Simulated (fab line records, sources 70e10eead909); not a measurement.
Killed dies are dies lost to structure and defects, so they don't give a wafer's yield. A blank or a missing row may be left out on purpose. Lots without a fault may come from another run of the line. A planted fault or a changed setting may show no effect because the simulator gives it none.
Which tool did it? | flow nand_harc | 21 lots, 63 wafers sampled, at 6 steps of a route of 1302

WHAT THE GAUGES READ, wafer by wafer
The record holds no reading of a measuring or inspecting step that can be judged against a usual standard deviation.

WHICH TOOL RAN EACH LOT (tool, then ch and the chambers of the sampled wafers, then the start)
lot  | NHARC_A_CHANNEL_FILL_D2_ALD_25   | NHARC_A_CHANNEL_FILL_D2_STRIP_29              | NHARC_A_STAIRCASE_ETCH_169         | NHARC_A_STAIRCASE_TRIM_12          | NHARC_A_STAIRCASE_ETCH_13      | NHARC_A_STAIRCASE_TRIM_16
L075 | ald_hk-04 ch 1,2,3, day 15 07:21 | rie_diel-06 ch 0,1,2, day 15 21:02 or earlier | rie_diel-10 ch 0,2, day 15 21:02   | rie_diel-05 ch 2,3, day 15 22:52   | rie_diel-05 ch 0,2,3, no start | rie_diel-05 ch 1,2,3, no start
L074 | ald_hk-02 ch 0,2,3, day 15 07:23 | rie_diel-08 ch 1,2, day 15 20:53 or earlier   | rie_diel-05 ch 0,1,2, day 15 20:53 | rie_diel-10 ch 0,2,3, day 15 22:35 | rie_diel-10 ch 0,2,3, no start | rie_diel-10 ch 0,3, no start
L076 | ald_hk-03 ch 1,2,3, day 15 21:33 | rie_diel-06 ch 0,2,3, day 16 10:43 or earlier | rie_diel-05 ch 0,2,3, day 16 10:43 | rie_diel-10 ch 1,2,3, day 16 12:31 | rie_diel-10 ch 0,2,3, no start | rie_diel-10 ch 0,2,3, no start
L079 | ald_hk-03 ch 2,3, day 16 19:15   | rie_diel-06 ch 0,3, day 17 08:35 or earlier   | rie_diel-10 ch 1,2,3, day 17 08:35 | rie_diel-05 ch 1,2,3, day 17 10:28 | rie_diel-05 ch 1,2, no start   | rie_diel-05 ch 1,2, no start
L078 | ald_hk-02 ch 0,1,3, day 16 20:30 | rie_diel-08 ch 0,3, day 17 08:47 or earlier   | rie_diel-01 ch 0,1, day 17 08:47   | rie_diel-01 ch 0,2,3, day 17 10:40 | rie_diel-01 ch 0,1,3, no start | rie_diel-01 ch 0,1,2, no start
L080 | ald_hk-02 ch 0,3, day 17 10:05   | rie_diel-06 ch 2,3, day 17 22:58 or earlier   | rie_diel-10 ch 1,2,3, day 17 22:58 | rie_diel-10 ch 1,3, day 18 00:50   | rie_diel-10 ch 1,2,3, no start | rie_diel-10 ch 2,3, no start
L082 | ald_hk-03 ch 0,1,3, day 18 15:10 | rie_diel-06 ch 0,1,3, day 19 04:08 or earlier | rie_diel-10 ch 0,1,3, day 19 04:08 | rie_diel-05 ch 0,2,3, day 19 06:33 | rie_diel-05 ch 0,1,3, no start | rie_diel-05 ch 0,2,3, no start
L083 | ald_hk-03 ch 0,2,3, day 18 22:57 | rie_diel-06 ch 1,2, day 19 10:49 or earlier   | rie_diel-10 ch 1,2,3, day 19 10:49 | rie_diel-10 ch 1,2,3, day 19 12:39 | rie_diel-10 ch 2,3, no start   | rie_diel-10 ch 1,2, no start
L084 | ald_hk-02 ch 1,3, day 19 11:25   | rie_diel-08 ch 1,2,3, day 19 23:53 or earlier | rie_diel-05 ch 0,1,2, day 19 23:53 | rie_diel-10 ch 0,3, day 20 01:44   | rie_diel-10 ch 0,1,3, no start | rie_diel-10 ch 1,2,3, no start
L085 | ald_hk-04 ch 1,2,3, day 19 16:37 | rie_diel-06 ch 1,3, day 20 05:41 or earlier   | rie_diel-05 ch 0,1,3, day 20 05:41 | rie_diel-10 ch 0,2,3, day 20 07:56 | rie_diel-10 ch 0,1, no start   | rie_diel-10 ch 0,2,3, no start
L086 | ald_hk-03 ch 0,1,3, day 19 17:14 | rie_diel-08 ch 1,2,3, day 20 05:50 or earlier | rie_diel-01 ch 0,2,3, day 20 05:50 | rie_diel-05 ch 1,2,3, day 20 08:05 | rie_diel-05 ch 0,1,2, no start | rie_diel-05 ch 1,2,3, no start
L087 | ald_hk-03 ch 0,3, day 20 07:34   | rie_diel-08 ch 0,1, day 20 20:44 or earlier   | rie_diel-01 ch 1,2, day 20 20:44   | rie_diel-10 ch 0,3, day 20 22:43   | rie_diel-10 ch 0,1,3, no start | rie_diel-10 ch 1,2,3, no start
L089 | ald_hk-03 ch 1,2, day 21 00:25   | rie_diel-08 ch 0,1, day 21 13:26 or earlier   | rie_diel-05 ch 0,1, day 21 13:26   | rie_diel-05 ch 0,2,3, day 21 15:38 | rie_diel-05 ch 0,2,3, no start | rie_diel-05 ch 1,2,3, no start
L088 | ald_hk-02 ch 0,2,3, day 21 06:11 | rie_diel-08 ch 0,2,3, day 21 20:15 or earlier | rie_diel-05 ch 0,1,3, day 21 20:15 | rie_diel-05 ch 1,2,3, day 21 21:59 | rie_diel-05 ch 0,2,3, no start | rie_diel-05 ch 0,2,3, no start
L090 | ald_hk-03 ch 2,3, day 22 04:11   | rie_diel-06 ch 0,2,3, day 22 17:16 or earlier | rie_diel-01 ch 0,2,3, day 22 17:16 | rie_diel-10 ch 1,3, day 22 19:14   | rie_diel-10 ch 0,2,3, no start | rie_diel-10 ch 0,2, no start
L091 | ald_hk-02 ch 0,1,3, day 22 04:46 | rie_diel-08 ch 2,3, day 22 17:07 or earlier   | rie_diel-05 ch 0,1,2, day 22 17:07 | rie_diel-05 ch 1,2,3, day 22 18:55 | rie_diel-05 ch 0,1,3, no start | rie_diel-05 ch 2,3, no start
L092 | ald_hk-03 ch 0,1,2, day 22 15:46 | rie_diel-08 ch 0,1,2, day 23 08:34 or earlier | rie_diel-05 ch 0,2,3, day 23 08:34 | rie_diel-01 ch 0,1,2, day 23 10:22 | rie_diel-01 ch 0,1,3, no start | rie_diel-01 ch 0,1,2, no start
L095 | ald_hk-03 ch 1,3, day 23 13:34   | rie_diel-03 ch 0,1,2, day 24 00:15 or earlier | rie_diel-05 ch 1,2, day 24 00:15   | rie_diel-05 ch 1,3, day 24 02:05   | rie_diel-05 ch 0,1, no start   | rie_diel-05 ch 0,1,2, no start
L096 | ald_hk-02 ch 1,2,3, day 23 17:19 | rie_diel-03 ch 1,2, day 24 06:24 or earlier   | rie_diel-10 ch 0,2, day 24 06:24   | rie_diel-10 ch 0,2, day 24 08:22   | rie_diel-10 ch 2,3, no start   | rie_diel-10 ch 0,1,2, no start
L093 | ald_hk-04 ch 0,2,3, day 23 19:09 | rie_diel-06 ch 0,1,3, day 24 06:20 or earlier | rie_diel-10 ch 0,1, day 24 06:20   | rie_diel-05 ch 1,2,3, day 24 08:14 | rie_diel-05 ch 1,2,3, no start | rie_diel-05 ch 0,2,3, no start
L097 | ald_hk-04 ch 0,1,3, day 25 00:59 | rie_diel-06 ch 0,2,3, day 25 14:26 or earlier | rie_diel-10 ch 1,2,3, day 25 14:26 | rie_diel-10 ch 1,2,3, day 25 16:17 | rie_diel-10 ch 0,1,2, no start | rie_diel-10 ch 0,1,3, no start
- NHARC_A_CHANNEL_FILL_D2_ALD_25: deposits SiOx, target thk 60 nm, pulse time 10 s, ald cycles 600.
- NHARC_A_CHANNEL_FILL_D2_STRIP_29: strips in O2, time 20 s.
- NHARC_A_STAIRCASE_ETCH_169: etches the open film in CH3F/O2, target depth 50 nm, time 107.1 s.
- NHARC_A_STAIRCASE_TRIM_12: chemistry O2, time 211.2 s.
- NHARC_A_STAIRCASE_ETCH_13: etches the open film in C4F8/O2, target depth 100 nm, time 40.5 s.
- NHARC_A_STAIRCASE_TRIM_16: chemistry O2, time 211.2 s.

WHAT THE TOOLS THEMSELVES READ (means of the sampled wafers that have a number; where no wafer has one, the mark that the record gives instead)
NHARC_A_CHANNEL_FILL_D2_ALD_25. Usual: heater_power_w 486 W, standard deviation 49; precursor_pulse_height_rel 1.000, standard deviation 0.018.
lot  | tool      | heater_power_w (W) | precursor_pulse_height_rel | flag
L075 | ald_hk-04 | 509                | 1.004                      |
L074 | ald_hk-02 | 448                | 0.993                      |
L076 | ald_hk-03 | 513                | 0.997                      |
L079 | ald_hk-03 | 503                | 0.989                      |
L078 | ald_hk-02 | 465                | 0.999                      |
L080 | ald_hk-02 | 458                | 1.004                      |
L082 | ald_hk-03 | 515                | 1.007                      |
L083 | ald_hk-03 | 499                | 1.000                      |
L084 | ald_hk-02 | 477                | 1.004                      |
L085 | ald_hk-04 | 534                | 0.999                      |
L086 | ald_hk-03 | 513                | 0.997                      |
L087 | ald_hk-03 | 538                | 0.998                      |
L089 | ald_hk-03 | 488                | 1.027                      |
L088 | ald_hk-02 | 436                | 0.994                      |
L090 | ald_hk-03 | 513                | 1.009                      |
L091 | ald_hk-02 | 468                | 1.009                      |
L092 | ald_hk-03 | 477                | 0.991                      |
L095 | ald_hk-03 | 512                | 1.007                      |
L096 | ald_hk-02 | 455                | 0.985                      |
L093 | ald_hk-04 | 513                | 0.989                      |
L097 | ald_hk-04 | 510                | 0.989                      |

NHARC_A_CHANNEL_FILL_D2_STRIP_29. Usual: drypump_motor_current_A 5.7 A, standard deviation 0.32; mfc_ar_sccm 0.012 sccm, standard deviation 0.011; oes_product_au 0.998 a.u., standard deviation 0.0085; rf_vpp_V 57.7 V, standard deviation 0.91; showerhead_plenum_p_Torr 3.47 Torr, standard deviation 0.16; throttle_valve_pct 17.038 %, standard deviation 0.009.
lot  | tool        | drypump_motor_current_A (A) | mfc_ar_sccm (sccm) | oes_product_au (a.u.) | rf_vpp_V (V) | showerhead_plenum_p_Torr (Torr) | throttle_valve_pct (%) | flag
L075 | rie_diel-06 | 5.8                         | 0.011              | 0.991                 | 57.8         | 3.52                            | 17.028                 |
L074 | rie_diel-08 | 5.4                         | 0.001              | 0.995                 | 57.4         | 3.39                            | 17.039                 |
L076 | rie_diel-06 | 5.6                         | 0.021              | 0.993                 | 58.2         | 3.47                            | 17.036                 |
L079 | rie_diel-06 | 5.5                         | 0.018              | 0.990                 | 57.2         | 3.32                            | 17.036                 |
L078 | rie_diel-08 | 5.9                         | 0.006              | 1.002                 | 58.9         | 3.47                            | 17.042                 |
L080 | rie_diel-06 | 5.5                         | 0.027              | 1.009                 | 57.6         | 3.48                            | 17.032                 |
L082 | rie_diel-06 | 5.5                         | 0.014              | 0.994                 | 57.7         | 3.38                            | 17.040                 |
L083 | rie_diel-06 | 5.9                         | 0.014              | 0.996                 | 58.6         | 3.68                            | 17.045                 |
L084 | rie_diel-08 | 5.6                         | 0.001              | 1.001                 | 57.9         | 3.43                            | 17.046                 |
L085 | rie_diel-06 | 5.4                         | 0.021              | 1.002                 | 57.1         | 3.39                            | 17.032                 |
L086 | rie_diel-08 | 5.6                         | 0.001              | 1.005                 | 57.5         | 3.43                            | 17.040                 |
L087 | rie_diel-08 | 5.9                         | 0.008              | 1.005                 | 57.4         | 3.54                            | 17.039                 |
L089 | rie_diel-08 | 6.1                         | 0.014              | 1.004                 | 58.6         | 3.54                            | 17.039                 |
L088 | rie_diel-08 | 5.8                         | 0.006              | 0.995                 | 57.5         | 3.42                            | 17.028                 |
L090 | rie_diel-06 | 5.6                         | 0.021              | 1.002                 | 58.3         | 3.47                            | 17.040                 |
L091 | rie_diel-08 | 5.4                         | 0.000              | 1.000                 | 57.2         | 3.35                            | 17.034                 |
L092 | rie_diel-08 | 5.8                         | 0.007              | 1.004                 | 57.8         | 3.46                            | 17.035                 |
L095 | rie_diel-03 | 6.0                         | 0.010              | 0.989                 | 56.7         | 3.44                            | 17.039                 |
L096 | rie_diel-03 | 6.2                         | 0.000              | 0.990                 | 57.4         | 3.57                            | 17.040                 |
L093 | rie_diel-06 | 5.5                         | 0.014              | 0.995                 | 57.6         | 3.38                            | 17.034                 |
L097 | rie_diel-06 | 5.6                         | 0.021              | 0.997                 | 58.1         | 3.47                            | 17.028                 |

NHARC_A_STAIRCASE_ETCH_169. Usual: drypump_motor_current_A 5.6 A, standard deviation 0.45; mfc_ar_sccm 200.0 sccm, standard deviation 0.61; oes_product_au 0.963 a.u., standard deviation 0.015; rf_vpp_V 244.7 V, standard deviation 1.7; showerhead_plenum_p_Torr 2.48 Torr, standard deviation 0.092; throttle_valve_pct 20.663 %, standard deviation 0.0083.
lot  | tool        | drypump_motor_current_A (A) | mfc_ar_sccm (sccm) | oes_product_au (a.u.) | rf_vpp_V (V) | showerhead_plenum_p_Torr (Torr) | throttle_valve_pct (%) | flag
L075 | rie_diel-10 | 5.3                         | 200.3              | 0.962                 | 245.5        | 2.53                            | 20.665                 |
L074 | rie_diel-05 | 5.4                         | 200.4              | 0.978                 | 244.0        | 2.48                            | 20.666                 |
L076 | rie_diel-05 | 5.1                         | 199.8              | 0.977                 | 244.9        | 2.50                            | 20.662                 |
L079 | rie_diel-10 | 6.0                         | 199.9              | 0.942                 | 245.8        | 2.50                            | 20.667                 |
L078 | rie_diel-01 | 5.9                         | 200.3              | 0.983                 | 246.6        | 2.58                            | 20.665                 |
L080 | rie_diel-10 | 6.0                         | 199.9              | 0.960                 | 244.8        | 2.50                            | 20.668                 |
L082 | rie_diel-10 | 5.8                         | 200.3              | 0.950                 | 245.1        | 2.46                            | 20.661                 |
L083 | rie_diel-10 | 6.0                         | 200.5              | 0.964                 | 244.5        | 2.49                            | 20.653                 |
L084 | rie_diel-05 | 5.4                         | 199.9              | 0.970                 | 243.9        | 2.47                            | 20.675                 |
L085 | rie_diel-05 | 5.5                         | 199.9              | 0.954                 | 243.5        | 2.39                            | 20.656                 |
L086 | rie_diel-01 | 5.6                         | 199.5              | 0.955                 | 244.0        | 2.48                            | 20.659                 |
L087 | rie_diel-01 | 5.7                         | 199.8              | 0.982                 | 244.2        | 2.51                            | 20.666                 |
L089 | rie_diel-05 | 5.5                         | 200.0              | 0.965                 | 243.5        | 2.44                            | 20.666                 |
L088 | rie_diel-05 | 5.6                         | 200.4              | 0.958                 | 243.5        | 2.39                            | 20.670                 |
L090 | rie_diel-01 | 5.6                         | 199.1              | 0.978                 | 244.3        | 2.48                            | 20.670                 |
L091 | rie_diel-05 | 5.4                         | 199.9              | 0.967                 | 244.6        | 2.46                            | 20.666                 |
L092 | rie_diel-05 | 5.1                         | 200.1              | 0.980                 | 245.3        | 2.48                            | 20.659                 |
L095 | rie_diel-05 | 5.2                         | 200.4              | 0.963                 | 245.2        | 2.49                            | 20.669                 |
L096 | rie_diel-10 | 5.5                         | 199.7              | 0.947                 | 245.9        | 2.54                            | 20.663                 |
L093 | rie_diel-10 | 5.5                         | 199.5              | 0.953                 | 244.5        | 2.48                            | 20.668                 |
L097 | rie_diel-10 | 6.0                         | 200.1              | 0.945                 | 245.0        | 2.47                            | 20.665                 |

NHARC_A_STAIRCASE_TRIM_12. Usual: drypump_motor_current_A 5.6 A, standard deviation 0.5; mfc_ar_sccm 0.010 sccm, standard deviation 0.013; oes_product_au 1.004 a.u., standard deviation 0.0073; rf_vpp_V 57.9 V, standard deviation 0.86; showerhead_plenum_p_Torr 3.54 Torr, standard deviation 0.13; throttle_valve_pct 17.036 %, standard deviation 0.0095.
lot  | tool        | drypump_motor_current_A (A) | mfc_ar_sccm (sccm) | oes_product_au (a.u.) | rf_vpp_V (V) | showerhead_plenum_p_Torr (Torr) | throttle_valve_pct (%) | flag
L075 | rie_diel-05 | 5.2                         | 0.017              | 1.006                 | 58.5         | 3.52                            | 17.030                 |
L074 | rie_diel-10 | 5.6                         | 0.006              | 0.996                 | 58.2         | 3.57                            | 17.046                 |
L076 | rie_diel-10 | 6.0                         | 0.004              | 1.000                 | 58.2         | 3.59                            | 17.048                 |
L079 | rie_diel-05 | 5.4                         | 0.014              | 1.003                 | 58.6         | 3.49                            | 17.029                 |
L078 | rie_diel-01 | 5.6                         | 0.029              | 1.008                 | 58.9         | 3.58                            | 17.021                 |
L080 | rie_diel-10 | 6.3                         | 0.001              | 1.000                 | 57.9         | 3.55                            | 17.034                 |
L082 | rie_diel-05 | 5.2                         | 0.014              | 1.000                 | 58.1         | 3.57                            | 17.044                 |
L083 | rie_diel-10 | 6.0                         | 0.004              | 1.013                 | 57.4         | 3.57                            | 17.029                 |
L084 | rie_diel-10 | 5.6                         | 0.003              | 1.010                 | 58.0         | 3.46                            | 17.029                 |
L085 | rie_diel-10 | 5.6                         | 0.006              | 1.006                 | 57.8         | 3.56                            | 17.028                 |
L086 | rie_diel-05 | 5.5                         | 0.014              | 0.997                 | 57.5         | 3.48                            | 17.037                 |
L087 | rie_diel-10 | 5.6                         | 0.003              | 1.008                 | 57.2         | 3.46                            | 17.034                 |
L089 | rie_diel-05 | 5.1                         | 0.014              | 1.006                 | 58.2         | 3.56                            | 17.039                 |
L088 | rie_diel-05 | 5.4                         | 0.014              | 0.992                 | 57.3         | 3.47                            | 17.039                 |
L090 | rie_diel-10 | 6.2                         | 0.001              | 1.003                 | 58.2         | 3.53                            | 17.035                 |
L091 | rie_diel-05 | 5.4                         | 0.014              | 1.007                 | 56.8         | 3.47                            | 17.034                 |
L092 | rie_diel-01 | 5.7                         | 0.014              | 1.000                 | 58.2         | 3.60                            | 17.037                 |
L095 | rie_diel-05 | 5.8                         | 0.003              | 1.003                 | 57.4         | 3.34                            | 17.042                 |
L096 | rie_diel-10 | 5.5                         | 0.009              | 1.003                 | 58.7         | 3.64                            | 17.040                 |
L093 | rie_diel-05 | 5.4                         | 0.014              | 0.991                 | 57.2         | 3.47                            | 17.040                 |
L097 | rie_diel-10 | 6.1                         | 0.004              | 1.016                 | 57.8         | 3.54                            | 17.033                 |

NHARC_A_STAIRCASE_ETCH_13. Usual: oes_product_au 0.947 a.u., standard deviation 0.011; rf_vpp_V 897 V, standard deviation 5.
lot  | tool        | oes_product_au (a.u.) | rf_vpp_V (V) | flag
L075 | rie_diel-05 | 0.954                 | 897          |
L074 | rie_diel-10 | 0.950                 | 898          |
L076 | rie_diel-10 | 0.950                 | 897          |
L079 | rie_diel-05 | 0.936                 | 893          |
L078 | rie_diel-01 | 0.940                 | 900          |
L080 | rie_diel-10 | 0.941                 | 898          |
L082 | rie_diel-05 | 0.955                 | 893          |
L083 | rie_diel-10 | 0.952                 | 898          |
L084 | rie_diel-10 | 0.946                 | 895          |
L085 | rie_diel-10 | 0.927                 | 897          |
L086 | rie_diel-05 | 0.961                 | 897          |
L087 | rie_diel-10 | 0.927                 | 895          |
L089 | rie_diel-05 | 0.939                 | 897          |
L088 | rie_diel-05 | 0.953                 | 898          |
L090 | rie_diel-10 | 0.956                 | 897          |
L091 | rie_diel-05 | 0.955                 | 893          |
L092 | rie_diel-01 | 0.931                 | 899          |
L095 | rie_diel-05 | 0.950                 | 896          |
L096 | rie_diel-10 | 0.960                 | 894          |
L093 | rie_diel-05 | 0.953                 | 893          |
L097 | rie_diel-10 | 0.943                 | 899          |

NHARC_A_STAIRCASE_TRIM_16. Usual: drypump_motor_current_A 5.6 A, standard deviation 0.49; mfc_ar_sccm 0.010 sccm, standard deviation 0.014; oes_product_au 1.001 a.u., standard deviation 0.007; rf_vpp_V 57.8 V, standard deviation 0.9; showerhead_plenum_p_Torr 3.54 Torr, standard deviation 0.13; throttle_valve_pct 17.037 %, standard deviation 0.0098.
lot  | tool        | drypump_motor_current_A (A) | mfc_ar_sccm (sccm) | oes_product_au (a.u.) | rf_vpp_V (V) | showerhead_plenum_p_Torr (Torr) | throttle_valve_pct (%) | flag
L075 | rie_diel-05 | 5.4                         | 0.014              | 1.006                 | 57.9         | 3.49                            | 17.041                 |
L074 | rie_diel-10 | 5.6                         | 0.003              | 1.002                 | 57.4         | 3.48                            | 17.036                 |
L076 | rie_diel-10 | 5.6                         | 0.006              | 0.998                 | 58.0         | 3.57                            | 17.027                 |
L079 | rie_diel-05 | 5.3                         | 0.023              | 1.006                 | 56.9         | 3.59                            | 17.047                 |
L078 | rie_diel-01 | 5.7                         | 0.014              | 1.004                 | 57.7         | 3.63                            | 17.035                 |
L080 | rie_diel-10 | 5.9                         | 0.005              | 0.997                 | 56.8         | 3.52                            | 17.040                 |
L082 | rie_diel-05 | 5.1                         | 0.014              | 0.999                 | 57.5         | 3.57                            | 17.043                 |
L083 | rie_diel-10 | 6.2                         | 0.004              | 1.001                 | 58.2         | 3.64                            | 17.038                 |
L084 | rie_diel-10 | 6.0                         | 0.004              | 1.006                 | 58.2         | 3.57                            | 17.042                 |
L085 | rie_diel-10 | 5.6                         | 0.006              | 1.007                 | 57.3         | 3.56                            | 17.042                 |
L086 | rie_diel-05 | 5.5                         | 0.014              | 0.995                 | 57.8         | 3.48                            | 17.039                 |
L087 | rie_diel-10 | 6.0                         | 0.004              | 1.001                 | 57.9         | 3.57                            | 17.036                 |
L089 | rie_diel-05 | 5.4                         | 0.014              | 1.002                 | 58.0         | 3.47                            | 17.031                 |
L088 | rie_diel-05 | 5.1                         | 0.014              | 0.995                 | 58.3         | 3.56                            | 17.031                 |
L090 | rie_diel-10 | 5.3                         | 0.006              | 0.996                 | 57.8         | 3.60                            | 17.036                 |
L091 | rie_diel-05 | 5.0                         | 0.025              | 1.000                 | 58.3         | 3.60                            | 17.031                 |
L092 | rie_diel-01 | 5.7                         | 0.014              | 1.003                 | 58.3         | 3.60                            | 17.032                 |
L095 | rie_diel-05 | 5.4                         | 0.011              | 1.001                 | 57.5         | 3.53                            | 17.038                 |
L096 | rie_diel-10 | 5.7                         | 0.005              | 0.993                 | 58.4         | 3.60                            | 17.046                 |
L093 | rie_diel-05 | 5.2                         | 0.014              | 0.997                 | 57.8         | 3.55                            | 17.041                 |
L097 | rie_diel-10 | 5.8                         | 0.002              | 1.006                 | 57.3         | 3.49                            | 17.044                 |

THE ANSWER, worked out from the rows above alone
Rule: a lot is off if the mean of its wafers that have a number lies more than 3 standard deviations from the usual mean. A lot without any number at a reading at which 4 lots or more have one is off too. The other lots that the step has rows for count as sound. The gauges are gone through in route order, then the tools' own readings, and for those a lot's mean is taken as printed above. The first step at which some lot is off is used, and at that step the reading that is off furthest; a lot without a number counts as furthest.
No lot is off at any reading shown: from this, nothing can be told.

WHAT THE SIMULATOR HAD PUT IN
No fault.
